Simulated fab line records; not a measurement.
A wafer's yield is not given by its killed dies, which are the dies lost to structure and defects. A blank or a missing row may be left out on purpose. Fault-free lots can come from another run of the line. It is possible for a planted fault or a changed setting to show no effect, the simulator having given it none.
fab line records | flow nand_harc
record lots=12 | wafers=36 | last_day=24
route steps=1159 shown P_ZERO_WELL@18 P_STI@69 END@1159
lots with no fault: from the same line, run without faults
start_h: hours from the record's opening day to when the first of the lot's shown wafers began | wait_h: hours since the lot's step before | " as in the row above | L1.1+2: one row covering several wafers at once | - no value, or no start was given | * or withheld: withheld | < > ~ a bound
route shown NAME@n: NAME is a module with steps in the file, n the number in the route of the first one | usual: average and standard deviation across the fault-free wafers | same: alike in all rows | chamber/n: place in a boat | sites: per-site readings | _std_site: the values' standard deviation | _edge_site: inner sites' mean taken away from outer sites' mean | radius_mm: how far each site lies from the wafer's centre | mask NAME#n: copy n | behind: the tool/chamber that last shaped the wafer | hold: the reason the lot was held/the length of the hold in hours/how it ended | device: the n, p or np transistor that did not switch | end of line: at the end of the route, the tests of the same wafers | a step given without rows: its recipe and nothing more | killed: the dies lost at the first sort to structure and to defects; this is not the yield of the wafer | map: shows each die of a wafer: x if killed, . if not, _ if none is there
set.NAME: the setting that was run; set.NAME@STEP: the one run at that earlier step | model.NAME: the simulator's own value behind a step, which no gauge read
a sample of lots followed through the steps of the route, with each step as a table and each wafer as a row
services: a tool's chamber out of use, with start hour (start_h, from the record's first day; less than 0 if before it), hours out, and reason
## steps
# step NHARC_P_ZERO_WELL_ETCH_62
# recipe target_depth_a=130 | time_s=6.5 | chf3_flow_sccm=50 | ar_flow_sccm=200 | rf_w=500 | bias_w=200 | chemistry=CHF3/Ar
# usual drypump_motor_current_A=5.7/0.44 | mfc_ar_sccm=200.0/0.62 | oes_product_au=0.957/0.018 | rf_vpp_V=371.8/2 | showerhead_plenum_p_Torr=2.40/0.079 | throttle_valve_pct=20.216/0.0091
lot.wafer | tool        | chamber | start_h | wait_h | drypump_motor_current_A | mfc_ar_sccm | oes_product_au | rf_hours_counter_h | rf_vpp_V | showerhead_plenum_p_Torr | throttle_valve_pct
L459.4    | rie_diel-01 | 1       | -       | -      | 5.2                     | 200.7       | 0.970          | 4                  | 372.3    | 2.37                     | 20.200
L459.1    | "           | 2       | "       | "      | 6.2                     | 199.5       | 0.963          | 3                  | 369.5    | 2.31                     | 20.210
L459.5    | "           | 1       | "       | "      | 5.2                     | 200.0       | 0.968          | -                  | 372.5    | 2.37                     | 20.226
L460.3    | rie_diel-10 | 2       | -       | -      | 5.4                     | 199.7       | 0.963          | 1                  | 374.2    | 2.50                     | 20.225
L460.1    | "           | 1       | "       | "      | 5.5                     | 199.7       | 0.985          | 1                  | 373.0    | 2.43                     | 20.197
L460.6    | "           | 2       | "       | "      | 5.4                     | 199.5       | 0.959          | -                  | 374.2    | 2.50                     | 20.219
L461.4    | rie_diel-04 | 3       | -       | -      | 5.4                     | 200.5       | 0.974          | 5                  | 371.3    | 2.36                     | 20.215
L461.2    | "           | 0       | "       | "      | 5.8                     | 200.4       | 0.958          | 4                  | 370.3    | 2.36                     | 20.222
L461.6    | "           | 2       | "       | "      | 5.4                     | 200.1       | 0.956          | -                  | 369.8    | 2.33                     | 20.218
L462.4    | rie_diel-10 | 2       | -       | -      | 5.4                     | 201.1       | 0.957          | 2                  | 374.8    | 2.50                     | 20.208
L462.2    | "           | 3       | "       | "      | 5.2                     | 199.9       | 0.970          | 2                  | 375.0    | 2.50                     | 20.199
L462.5    | "           | 1       | "       | "      | 5.5                     | 200.3       | 0.966          | -                  | 371.7    | 2.43                     | 20.214
L464.3    | rie_diel-10 | 0       | -       | -      | 5.9                     | 200.6       | 0.957          | 3                  | 367.8    | 2.26                     | 20.219
L464.2    | "           | 1       | "       | "      | 5.5                     | 200.7       | 0.947          | 3                  | 372.1    | 2.43                     | 20.212
L464.6    | "           | 0       | "       | "      | 6.0                     | 201.5       | 0.955          | -                  | 368.1    | 2.26                     | 20.214
L466.4    | rie_diel-10 | 3       | -       | -      | 5.2                     | 201.2       | 0.948          | 4                  | 374.8    | 2.50                     | 20.219
L466.1    | "           | 0       | "       | "      | 5.9                     | 199.8       | 0.951          | 4                  | 368.2    | 2.26                     | 20.214
L466.6    | "           | 2       | "       | "      | 5.4                     | 199.2       | 0.969          | -                  | 373.6    | 2.50                     | 20.196
L467.3    | rie_diel-01 | 2       | -       | -      | 6.2                     | 199.9       | 0.946          | 6                  | 370.5    | 2.31                     | 20.210
L467.2    | "           | 3       | "       | "      | 6.4                     | 199.5       | 0.968          | 6                  | 372.3    | 2.43                     | 20.221
L467.5    | "           | 3       | "       | "      | 6.4                     | 199.6       | 0.954          | -                  | 372.6    | 2.43                     | 20.202
L473.3    | rie_diel-01 | 0       | -       | -      | 6.5                     | 200.6       | 0.936          | 9                  | 375.2    | 2.51                     | 20.200
L473.1    | "           | 2       | "       | "      | 6.2                     | 199.5       | 0.937          | 9                  | 369.5    | 2.31                     | 20.216
L473.6    | "           | 0       | "       | "      | 6.5                     | 200.4       | 0.944          | -                  | 374.3    | 2.51                     | 20.206
L474.3    | rie_diel-01 | 0       | -       | -      | 6.5                     | 200.3       | 0.937          | 9                  | 374.7    | 2.51                     | 20.217
L474.6    | "           | 0       | "       | "      | 6.6                     | 200.2       | 0.951          | -                  | 373.6    | 2.51                     | 20.208
L474.5    | "           | 1       | "       | "      | 5.2                     | 199.5       | 0.953          | -                  | 371.6    | 2.37                     | 20.203
L478.2    | rie_diel-10 | 1       | -       | -      | 5.5                     | 200.6       | 0.984          | 9                  | 372.3    | 2.43                     | 20.221
L478.4    | "           | 0       | "       | "      | 5.9                     | 200.3       | 0.955          | 9                  | 368.3    | 2.26                     | 20.208
L478.5    | "           | 1       | "       | "      | 5.5                     | 200.4       | 0.994          | -                  | 372.2    | 2.43                     | 20.210
L479.1    | rie_diel-01 | 2       | -       | -      | 6.2                     | 200.1       | 0.944          | 11                 | 370.2    | 2.30                     | 20.218
L479.3    | "           | 1       | "       | "      | 5.2                     | 201.8       | 0.960          | 10                 | 371.4    | 2.37                     | 20.217
L479.5    | "           | 3       | "       | "      | 6.4                     | 200.5       | 0.957          | -                  | 371.7    | 2.43                     | 20.215
L481.1    | rie_diel-04 | 2       | -       | -      | 5.4                     | 198.8       | 0.933          | 2                  | 370.0    | 2.33                     | 20.212
L481.5    | "           | 2       | "       | "      | 5.4                     | 199.3       | 0.937          | -                  | 371.0    | 2.33                     | 20.213
L481.6    | "           | 3       | "       | "      | 5.4                     | 200.7       | 0.938          | -                  | 370.8    | 2.35                     | 20.226
# step NHARC_P_STI_ETCH_26
# recipe target_depth_a=110 | chemistry=dHF | material=SiO2
lot.wafer  | tool         | chamber | start_h | wait_h
L459.5+4+1 | wet_bench-09 | 2,3,5   | 20.22   | 0.1
L460.3+6+1 | wet_bench-06 | 2,3,4   | 25.88   | 0.1
L461.4+2+6 | wet_bench-09 | 2,4,5   | 31.57   | 0.1
L462.2+5+4 | wet_bench-06 | 2,6,7   | 37.64   | 0.0
L464.3+6+2 | wet_bench-09 | 6,7,0   | 49.77   | 0.0
L466.4+6+1 | wet_bench-06 | 7,0,1   | 61.75   | 0.1
L467.3+2+5 | wet_bench-09 | 6,0,2   | 68.41   | 0.1
L473.6+3+1 | wet_bench-04 | 3,4,5   | 104.01  | 0.1
L474.6+5+3 | wet_bench-04 | 1,4,6   | 109.65  | 0.0
L478.2+4+5 | wet_bench-09 | 5,6,7   | 133.62  | 0.1
L479.5+1+3 | wet_bench-06 | 3,5,0   | 139.48  | 0.0
L481.6+5+1 | wet_bench-09 | 4,7,0   | 151.71  | 0.1
# step NHARC_P_STI_INSPECT_11
# usual raw_defect_count=6/3.3
lot.wafer | tool              | chamber | start_h | wait_h | raw_defect_count
L460.1    | defect_inspect-02 | -       | 39.87   | 0.0    | 5
L460.3    | "                 | -       | "       | "      | 5
L460.6    | "                 | -       | "       | "      | 1
L459.1    | defect_inspect-01 | -       | 40.04   | 0.0    | 9
L459.4    | "                 | -       | "       | "      | 8
L459.5    | "                 | -       | "       | "      | 3
L461.2    | defect_inspect-02 | -       | 51.87   | 0.0    | 7
L461.4    | "                 | -       | "       | "      | 8
L461.6    | "                 | -       | "       | "      | 12
L462.2    | defect_inspect-02 | -       | 52.05   | 0.0    | 5
L462.4    | "                 | -       | "       | "      | 1
L462.5    | "                 | -       | "       | "      | 2
L464.2    | defect_inspect-02 | -       | 67.24   | 0.0    | 5
L464.3    | "                 | -       | "       | "      | 3
L464.6    | "                 | -       | "       | "      | 3
L466.1    | defect_inspect-02 | -       | 77.14   | 0.0    | 10
L466.4    | "                 | -       | "       | "      | 5
L466.6    | "                 | -       | "       | "      | 1
L467.2    | defect_inspect-02 | -       | 84.98   | 0.0    | 3
L467.3    | "                 | -       | "       | "      | 3
L467.5    | "                 | -       | "       | "      | 8
L473.1    | defect_inspect-01 | -       | 121.69  | 0.0    | 747
L473.3    | "                 | -       | "       | "      | 754
L473.6    | "                 | -       | "       | "      | 766
L474.3    | defect_inspect-02 | -       | 121.87  | 0.0    | 770
L474.5    | "                 | -       | "       | "      | 732
L474.6    | "                 | -       | "       | "      | 786
L478.2    | defect_inspect-01 | -       | 152.89  | 0.0    | 6
L478.4    | "                 | -       | "       | "      | 9
L478.5    | "                 | -       | "       | "      | 6
L479.1    | defect_inspect-01 | -       | 153.05  | 0.0    | 4
L479.3    | "                 | -       | "       | "      | 1
L479.5    | "                 | -       | "       | "      | 11
L481.1    | defect_inspect-01 | -       | 167.13  | 0.0    | 4
L481.5    | "                 | -       | "       | "      | 4
L481.6    | "                 | -       | "       | "      | 7
# step NHARC_P_STI_ETCH_31
# recipe target_depth_a=1089 | time_s=54.5 | cf4_flow_sccm=100 | chf3_flow_sccm=30 | ar_flow_sccm=0 | rf_w=500 | bias_w=200 | chemistry=CF4/CHF3
# usual drypump_motor_current_A=5.6/0.31 | mfc_ar_sccm=0.004/0.0071 | oes_product_au=0.962/0.019 | rf_vpp_V=371.4/1.9 | showerhead_plenum_p_Torr=1.60/0.05 | throttle_valve_pct=16.802/0.0094
lot.wafer | tool        | chamber | start_h | wait_h | drypump_motor_current_A | mfc_ar_sccm | oes_product_au | rf_hours_counter_h | rf_vpp_V | showerhead_plenum_p_Torr | throttle_valve_pct
L460.3    | rie_diel-11 | 1       | -       | -      | 5.2                     | 0           | 0.970          | 0.3                | 370.9    | 1.58                     | 16.803
L460.1    | "           | 3       | "       | "      | 5.2                     | 0           | 0.970          | 0.4                | 370.4    | 1.60                     | 16.822
L460.6    | "           | 2       | "       | "      | 5.5                     | 0           | 0.973          | -                  | 372.0    | 1.64                     | 16.807
L459.1    | rie_diel-11 | 1       | -       | -      | 5.2                     | 0           | 0.986          | 0.4                | 371.1    | 1.58                     | 16.794
L459.4    | "           | 2       | "       | "      | 5.5                     | 0           | 0.983          | 0.4                | 372.7    | 1.64                     | 16.799
L459.5    | "           | 0       | "       | "      | 5.8                     | 0           | 0.969          | -                  | 369.9    | 1.54                     | 16.810
L461.2    | rie_diel-05 | 2       | -       | -      | 5.3                     | 0           | 0.966          | 1.8                | 369.9    | 1.55                     | 16.804
L461.4    | "           | 3       | "       | "      | 5.8                     | 0           | 0.954          | 1.9                | 370.3    | 1.54                     | 16.810
L461.6    | "           | 2       | "       | "      | 5.3                     | 0           | 0.976          | -                  | 368.6    | 1.55                     | 16.800
L462.4    | rie_diel-11 | 3       | -       | -      | 5.2                     | 0           | 0.989          | 0.9                | 370.1    | 1.60                     | 16.785
L462.2    | "           | 0       | "       | "      | 5.8                     | 0           | 0.952          | 0.8                | 367.1    | 1.54                     | 16.805
L462.5    | "           | 3       | "       | "      | 5.2                     | 0           | 0.981          | -                  | 370.8    | 1.60                     | 16.791
L464.3    | rie_diel-11 | 0       | -       | -      | 5.8                     | 0           | 0.962          | 1.3                | 368.7    | 1.54                     | 16.800
L464.2    | "           | 3       | "       | "      | 5.2                     | 0           | 0.975          | 1.2                | 371.3    | 1.60                     | 16.823
L464.6    | "           | 0       | "       | "      | 5.8                     | 0           | 0.953          | -                  | 371.0    | 1.54                     | 16.792
L466.1    | rie_diel-03 | 2       | -       | -      | 5.3                     | 0           | 0.978          | 2.3                | 373.3    | 1.64                     | 16.810
L466.4    | "           | 3       | "       | "      | 5.5                     | 0.010       | 0.972          | 2.7                | 374.6    | 1.65                     | 16.791
L466.6    | "           | 3       | "       | "      | 5.5                     | 0.010       | 0.969          | -                  | 372.5    | 1.65                     | 16.813
L467.2    | rie_diel-11 | 1       | -       | -      | 5.3                     | 0           | 0.993          | 1.9                | 369.8    | 1.58                     | 16.795
L467.3    | "           | 3       | "       | "      | 5.2                     | 0           | 0.988          | 1.8                | 371.2    | 1.60                     | 16.798
L467.5    | "           | 0       | "       | "      | 5.8                     | 0           | 0.963          | -                  | 370.5    | 1.54                     | 16.804
L473.3    | rie_diel-03 | 0       | -       | -      | 5.9                     | 0.006       | 0.915          | 6.1                | 369.2    | 1.53                     | 16.799
L473.1    | "           | 2       | "       | "      | 5.3                     | 0           | 0.919          | 6.2                | 373.8    | 1.64                     | 16.800
L473.6    | "           | 3       | "       | "      | 5.5                     | 0.010       | 0.923          | -                  | 372.3    | 1.65                     | 16.804
L474.3    | rie_diel-11 | 2       | -       | -      | 5.5                     | 0           | 0.971          | 2.9                | 371.9    | 1.64                     | 16.819
L474.5    | "           | 2       | "       | "      | 5.5                     | 0           | 0.974          | -                  | 373.6    | 1.64                     | 16.807
L474.6    | "           | 3       | "       | "      | 5.2                     | 0           | 0.962          | -                  | 371.9    | 1.60                     | 16.814
L478.4    | rie_diel-03 | 3       | -       | -      | 5.5                     | 0.010       | 0.963          | 6.7                | 372.5    | 1.65                     | 16.808
L478.2    | "           | 0       | "       | "      | 5.9                     | 0.006       | 0.958          | 8.2                | 370.0    | 1.53                     | 16.812
L478.5    | "           | 1       | "       | "      | 5.9                     | 0.012       | 0.955          | -                  | 373.3    | 1.67                     | 16.796
L479.3    | rie_diel-11 | 1       | -       | -      | 5.2                     | 0           | 0.966          | 4.1                | 370.2    | 1.58                     | 16.798
L479.1    | "           | 3       | "       | "      | 5.2                     | 0           | 0.957          | 3.7                | 370.6    | 1.60                     | 16.806
L479.5    | "           | 1       | "       | "      | 5.2                     | 0           | 0.966          | -                  | 371.5    | 1.58                     | 16.798
L481.1    | rie_diel-11 | 3       | -       | -      | 5.2                     | 0           | 0.987          | 4.0                | 370.7    | 1.60                     | 16.791
L481.5    | "           | 1       | "       | "      | 5.2                     | 0           | 0.975          | -                  | 369.6    | 1.58                     | 16.789
L481.6    | "           | 2       | "       | "      | 5.5                     | 0           | 0.998          | -                  | 374.1    | 1.64                     | 16.811
# step NHARC_P_STI_OCD_MEAS_17
# usual trench_depth_nm=302/3.6 | trench_foot_cd_nm=156.2/2.2
lot.wafer | tool   | chamber | start_h | wait_h | trench_depth_nm | trench_foot_cd_nm
L460.1    | ocd-02 | -       | 40.53   | 0.1    | 302             | 156.0
L460.3    | "      | -       | "       | "      | 296             | 160.8
L460.6    | "      | -       | "       | "      | 301             | 155.8
L459.1    | ocd-01 | -       | 40.74   | 0.1    | 299             | 152.5
L459.4    | "      | -       | "       | "      | 304             | 150.2
L459.5    | "      | -       | "       | "      | 299             | 155.6
L461.2    | ocd-01 | -       | 52.54   | 0.1    | 296             | 158.2
L461.4    | "      | -       | "       | "      | 302             | 157.1
L461.6    | "      | -       | "       | "      | 301             | 156.5
L462.2    | ocd-02 | -       | 52.72   | 0.1    | 309             | 153.7
L462.4    | "      | -       | "       | "      | 301             | 156.9
L462.5    | "      | -       | "       | "      | 306             | 154.4
L464.2    | ocd-02 | -       | 67.90   | 0.1    | 304             | 157.6
L464.3    | "      | -       | "       | "      | 304             | 156.7
L464.6    | "      | -       | "       | "      | 299             | 156.4
L466.1    | ocd-01 | -       | 77.81   | 0.1    | 301             | 155.5
L466.4    | "      | -       | "       | "      | 302             | 155.7
L466.6    | "      | -       | "       | "      | 298             | 159.4
L467.2    | ocd-01 | -       | 85.65   | 0.1    | 302             | 158.6
L467.3    | "      | -       | "       | "      | 299             | 156.2
L467.5    | "      | -       | "       | "      | 300             | 157.5
L473.1    | ocd-02 | -       | 122.35  | 0.1    | 307             | 156.9
L473.3    | "      | -       | "       | "      | 307             | 155.0
L473.6    | "      | -       | "       | "      | 304             | 156.7
L474.3    | ocd-02 | -       | 122.58  | 0.1    | 303             | 154.5
L474.5    | "      | -       | "       | "      | 302             | 156.2
L474.6    | "      | -       | "       | "      | 306             | 151.5
L478.2    | ocd-01 | -       | 153.55  | 0.1    | 299             | 157.3
L478.4    | "      | -       | "       | "      | 299             | 157.2
L478.5    | "      | -       | "       | "      | 301             | 155.5
L479.1    | ocd-01 | -       | 153.84  | 0.1    | 294             | 154.0
L479.3    | "      | -       | "       | "      | 298             | 154.9
L479.5    | "      | -       | "       | "      | 298             | 158.0
L481.1    | ocd-02 | -       | 167.79  | 0.1    | 302             | 157.3
L481.5    | "      | -       | "       | "      | 306             | 154.8
L481.6    | "      | -       | "       | "      | 304             | 157.1
# step NHARC_END_SORT_01
# recipe temp_c=25
# usual killed_at_array=26/9 | killed_at_other=0.8/1.2 | killed_at_periphery=3.2/2.3 | killed_dies=30/9.1 | killed_open=3.5/2 | killed_short=1.8/1.4
# same gross_dies=677
lot.wafer | tool      | chamber | start_h | wait_h | killed_at_array | killed_at_other | killed_at_periphery | killed_dies | killed_open | killed_short
L466.1    | prober-01 | 0       | 481.35  | 2.5    | 27              | 2               | 7                   | 36          | 5           | 4
L466.4    | prober-01 | 0       | 483.75  | 3.4    | 34              | 5               | 5                   | 44          | 2           | 3
L466.6    | prober-01 | 0       | 485.35  | 4.0    | 19              | 2               | 3                   | 24          | 3           | 0
L473.1    | prober-01 | 0       | 521.96  | 2.6    | 39              | 1               | 44                  | 84          | 3           | 2
L473.3    | prober-01 | 0       | 523.55  | 3.1    | 37              | 0               | 70                  | 107         | 1           | 4
L473.6    | prober-01 | 0       | 525.93  | 4.0    | 21              | 0               | 93                  | 114         | 5           | 1
L474.3    | prober-02 | 0       | 532.45  | 3.1    | 15              | 0               | 41                  | 56          | 7           | 2
L474.5    | prober-02 | 0       | 534.07  | 3.7    | 9               | 0               | 74                  | 83          | 1           | 2
L474.6    | prober-02 | 0       | 534.88  | 4.1    | 13              | 1               | 32                  | 46          | 2           | 3
# killed by level:class
L466.1 A_CHANNEL_HOLE_D1:chamber_film_flake=16 A_STAIRCASE:chamber_film_flake=4 A_CONTACT:chamber_film_flake=3 P_M0:geometric_particle:open=2 THIN_TSV:chamber_film_flake=2 P_GATE:geometric_particle:short=1 P_GATE:geometric_particle:open=1 P_CONTACT:geometric_particle:short=1
L466.4 A_CHANNEL_HOLE_D1:chamber_film_flake=23 THIN_TSV:chamber_film_flake=5 A_WL_FILL:geometric_particle:short=3 A_STAIRCASE:chamber_film_flake=3 A_CONTACT:chamber_film_flake=3 P_ZERO_WELL:chamber_film_flake=2 A_CHANNEL_FILL_D1:chamber_film_flake=2 P_M0:geometric_particle:open=1
L466.6 A_CHANNEL_HOLE_D1:chamber_film_flake=11 A_STAIRCASE:chamber_film_flake=3 A_CONTACT:chamber_film_flake=3 THIN_TSV:chamber_film_flake=2 P_GATE:geometric_particle:open=1 P_CONTACT:geometric_particle:open=1 A_M0:geometric_particle:open=1 P_ZERO_WELL:chamber_film_flake=1
L473.1 P_STI:unspecified=42 A_CHANNEL_HOLE_D1:chamber_film_flake=17 A_SGD_CUT:chamber_film_flake=10 A_STAIRCASE:chamber_film_flake=4 A_CONTACT:chamber_film_flake=4 A_M0:geometric_particle:open=2 A_ONON_D1:geometric_particle:open=1 A_CHANNEL_HOLE_D1:geometric_particle:short=1
L473.3 P_STI:unspecified=69 A_CHANNEL_HOLE_D1:chamber_film_flake=19 A_SGD_CUT:chamber_film_flake=6 A_STAIRCASE:chamber_film_flake=3 A_CONTACT:chamber_film_flake=3 A_ONON_D1:geometric_particle:short=1 A_CHANNEL_FILL_D1:geometric_particle:short=1 A_SGD_CUT:geometric_particle:short=1
L473.6 P_STI:unspecified=91 A_SGD_CUT:chamber_film_flake=5 A_CHANNEL_HOLE_D1:chamber_film_flake=4 A_STAIRCASE:chamber_film_flake=4 A_CONTACT:chamber_film_flake=3 P_STI:geometric_particle:open=2 A_SGD_CUT:geometric_particle:open=2 A_CHANNEL_HOLE_D1:geometric_particle:short=1
L474.3 P_STI:unspecified=39 A_STAIRCASE:chamber_film_flake=3 A_ZERO_WELL:chamber_film_flake=2 A_CONTACT:chamber_film_flake=2 P_GATE:geometric_particle:open=1 P_M0:geometric_particle:open=1 A_CHANNEL_HOLE_D1:geometric_particle:open=1 A_CHANNEL_FILL_D1:geometric_particle:short=1
L474.5 P_STI:unspecified=68 A_CHANNEL_HOLE_D1:chamber_film_flake=3 P_GATE:chamber_film_flake=2 A_CONTACT:chamber_film_flake=2 P_M0:geometric_particle:open=1 P_M0:geometric_particle:short=1 A_M0:geometric_particle:short=1 P_ZERO_WELL:chamber_film_flake=1
L474.6 P_STI:unspecified=30 A_STAIRCASE:chamber_film_flake=3 A_CHANNEL_HOLE_D1:chamber_film_flake=2 A_CONTACT:chamber_film_flake=2 A_CHANNEL_FILL_D1:geometric_particle:short=1 A_SGD_CUT:geometric_particle:short=1 A_WL_FILL:geometric_particle:open=1 A_M0:geometric_particle:open=1
## services
tool         | chamber | start_h | hours | kind
rie_diel-04  | -       | -8.59   | 2.4   | repair
rie_diel-10  | -       | -0.50   | 9.0   | pm
rie_diel-01  | -       | 0.31    | 1.1   | repair
rie_diel-11  | -       | 12.50   | 9.0   | pm
rie_diel-01  | -       | 24.51   | 1.4   | repair
rie_diel-01  | 0       | 30.84   | 7.7   | repair
rie_diel-03  | -       | 38.30   | 9.0   | pm
wet_bench-06 | -       | 48.25   | 1.7   | repair
rie_diel-11  | 3       | 59.20   | 3.1   | repair
rie_diel-01  | 3       | 64.34   | 10.0  | repair
rie_diel-01  | 0       | 65.89   | 4.0   | repair
rie_diel-01  | 1       | 88.22   | 12.6  | repair
rie_diel-03  | 3       | 97.23   | 9.3   | repair
rie_diel-10  | 2       | 101.06  | 4.8   | repair
rie_diel-11  | 2       | 107.76  | 4.7   | repair
rie_diel-11  | 0       | 112.17  | 15.6  | repair
wet_bench-09 | -       | 112.80  | 8.0   | pm
rie_diel-11  | 3       | 114.17  | 2.7   | repair
rie_diel-03  | 2       | 128.74  | 8.4   | repair
wet_bench-06 | -       | 129.60  | 8.0   | pm
rie_diel-10  | -       | 135.32  | 1.8   | repair
rie_diel-01  | -       | 137.82  | 9.0   | pm
wet_bench-06 | -       | 148.79  | 1.9   | repair
rie_diel-01  | 3       | 154.72  | 5.2   | repair
## key
first_sign step=NHARC_P_STI_INSPECT_11 | reading=raw_defect_count | direction=up | sigmas=99+ | usual=6 | struck=759
effect step=NHARC_END_SORT_01 | reading=killed_at_periphery | direction=up | sigmas=24 | usual=3.2 | struck=59
more_kills_born_at NHARC_P_STI_ETCH_26@wet_bench-04=339
met_at NHARC_P_STI_ETCH_26
struck_lots L473,L474
tester_left_out L473,L474
not_acting_at NHARC_P_ZERO_WELL_ETCH_62,NHARC_P_STI_ETCH_31,NHARC_P_STI_OCD_MEAS_17
fault kind=chamber_particle_source | tool=wet_bench-04 | chamber=- | onset_h=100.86 | steps=NHARC_P_STI_ETCH_26 | rate_per_visit_cm2=1.1733 | end_h=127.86
# tester_left_out: of these lots the tester's yield and bins aren't shown, on N5 and GAA mostly nor the transistor test; their killed dies are dies lost to structure and defects alone, not to doping, threshold or leakage, so they don't give the yield
